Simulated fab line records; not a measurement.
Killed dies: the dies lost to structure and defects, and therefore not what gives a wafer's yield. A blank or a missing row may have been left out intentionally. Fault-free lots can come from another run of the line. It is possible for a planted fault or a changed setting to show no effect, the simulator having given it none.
Tool commonality check	flow n5 finfet	30 wafers sampled across 10 lots

WHY THIS WAS OPENED
Flagged at N5_SD_EPI_P_EPI_MEAS_23: reading thk nm, on 2 of 10 lots. Fault-free wafers read 60.9 nm, with a standard deviation of 1.3.
Rule: a lot is flagged in two cases, either no wafer of it has a number, or all its wafers with numbers fall more than 4 standard deviations from that mean. All remaining lots are regarded as sound.

lot	measured	on	thk nm (nm), wafer by wafer	flag
L364	day 3 22:27	film metro-01	62.4 62.8 62.7	
L365	day 4 05:05	film metro-02	62.7 61.4 60.9	
L366	day 4 11:04	film metro-01	59.5 59.9 60.6	
L369	day 5 06:55	film metro-02	61.3 62.2 61.5	
L370	day 5 10:42	film metro-02	60.8 61.0 61.2	
L373	day 6 02:41	film metro-01	61.7 62.0 58.8	
L374	day 6 12:06	film metro-01	61.6 60.6 61.6	
L380	day 7 21:32	film metro-01	50.0 51.5 49.1	FLAGGED
L381	day 8 05:02	film metro-02	50.9 51.6 52.8	FLAGGED
L385	day 9 05:50	film metro-02	61.4 59.9 59.4	
On average the flagged lots' numbers are 51.0 nm, which is -9.9 nm against the usual, or -8 standard deviations.

LOT BY LOT: THE TOOL USED
The record holds 4 process steps before the reading, out of a route of 1938 steps. Read each cell as the tool, then ch plus the chambers that the sampled wafers visited, then the start.
lot	flag	N5_SD_EPI_P_DESCUM_14	N5_SD_EPI_P_ETCH_36	N5_SD_EPI_P_ETCHBACK_46	N5_SD_EPI_P_EPI_21
L364		rie diel-04 ch 1,2,3, day 3 18:54	rie diel-04 ch 1,2,3, day 3 18:56	rie diel-04 ch 1,2,3, day 3 19:19	epi rpcvd-03 ch 0, day 3 20:37
L365		rie diel-01 ch 0,2,3, day 4 01:15	rie diel-01 ch 0,2,3, day 4 01:17	rie diel-01 ch 0,2,3, day 4 01:40	epi rpcvd-03 ch 0, day 4 03:57
L366		rie diel-02 ch 2,3, day 4 06:40	rie diel-02 ch 2,3, day 4 06:43	rie diel-02 ch 2,3, day 4 07:05	epi rpcvd-04 ch 0, day 4 08:08
L369		rie diel-02 ch 1,2,3, day 5 03:22	rie diel-02 ch 1,2,3, day 5 03:24	rie diel-02 ch 1,2,3, day 5 03:47	epi rpcvd-02 ch 0, day 5 05:04
L370		rie diel-01 ch 0,1,2, day 5 07:09	rie diel-01 ch 0,1,2, day 5 07:11	rie diel-01 ch 0,1,2, day 5 07:34	epi rpcvd-03 ch 0, day 5 08:52
L373		rie diel-04 ch 1,3, day 5 23:08	rie diel-04 ch 1,3, day 5 23:10	rie diel-04 ch 1,3, day 5 23:33	epi rpcvd-02 ch 0, day 6 00:29
L374		rie diel-02 ch 0,2, day 6 07:43	rie diel-02 ch 0,2, day 6 07:45	rie diel-02 ch 0,2, day 6 08:08	epi rpcvd-03 ch 0, day 6 09:40
L380	FLAGGED	rie diel-04 ch 0,2,3, day 7 17:58	rie diel-04 ch 0,2,3, day 7 18:00	rie diel-04 ch 0,2,3, day 7 18:23	epi rpcvd-03 ch 0, day 7 20:03
L381	FLAGGED	rie diel-01 ch 1,2, day 8 01:29	rie diel-01 ch 1,2, day 8 01:31	rie diel-01 ch 1,2, day 8 01:54	epi rpcvd-03 ch 0, day 8 02:50
L385		rie diel-04 ch 1,2,3, day 9 01:26	rie diel-04 ch 1,2,3, day 9 01:28	rie diel-04 ch 1,2,3, day 9 01:51	epi rpcvd-04 ch 0, day 9 02:54
What the steps here do:
- N5_SD_EPI_P_DESCUM_14: chemistry O2, time 7.9 s.
- N5_SD_EPI_P_ETCH_36: etches SiARC in CF4, target depth 45.5 nm, time 75.8 s.
- N5_SD_EPI_P_ETCHBACK_46: etches SiNx in CH3F/O2, stops on SiO2, target depth 17.5 nm.
- N5_SD_EPI_P_EPI_21: deposits SiGe:B, time 355 s.
- N5_SD_EPI_P_EPI_MEAS_23

FLAGGED AGAINST TOTAL, ONE TOOL AT A TIME (gauges that did the reading follow at the end)
step	tool	lots run	flagged	share of the flagged lots	sound lots run after its first flagged lot
N5_SD_EPI_P_DESCUM_14	rie diel-01	3	1	some	0
N5_SD_EPI_P_DESCUM_14	rie diel-02	3	0	none	-
N5_SD_EPI_P_DESCUM_14	rie diel-04	4	1	some	1 (L385)
N5_SD_EPI_P_ETCH_36	rie diel-01	3	1	some	0
N5_SD_EPI_P_ETCH_36	rie diel-02	3	0	none	-
N5_SD_EPI_P_ETCH_36	rie diel-04	4	1	some	1 (L385)
N5_SD_EPI_P_ETCHBACK_46	rie diel-01	3	1	some	0
N5_SD_EPI_P_ETCHBACK_46	rie diel-02	3	0	none	-
N5_SD_EPI_P_ETCHBACK_46	rie diel-04	4	1	some	1 (L385)
N5_SD_EPI_P_EPI_21	epi rpcvd-02	2	0	none	-
N5_SD_EPI_P_EPI_21	epi rpcvd-03	6	2	all	0
N5_SD_EPI_P_EPI_21	epi rpcvd-04	2	0	none	-
N5_SD_EPI_P_EPI_MEAS_23	film metro-01	5	1	some	0
N5_SD_EPI_P_EPI_MEAS_23	film metro-02	5	1	some	1 (L385)

THE TABLE: WHAT IT ALLOWS
In the table, 1 row covers all flagged lots: epi rpcvd-03 at N5_SD_EPI_P_EPI_21.
- epi rpcvd-03 at N5_SD_EPI_P_EPI_21 ran 6 lots, 2 of them flagged. Its last sound lot is L374 (day 6 09:40), its first flagged lot L380 (day 7 20:03): a fault that began between those two fits.
One tool is left: epi rpcvd-03 at N5_SD_EPI_P_EPI_21.

WHAT WAS PUT IN BY THE SIMULATOR
Site profile drift: epi rpcvd-03, from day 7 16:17 on, at N5_SD_EPI_P_EPI_21. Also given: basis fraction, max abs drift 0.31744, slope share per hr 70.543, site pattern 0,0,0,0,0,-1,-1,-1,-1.
Shown lots that were struck: L380, L381. The rule above reached the same finding.
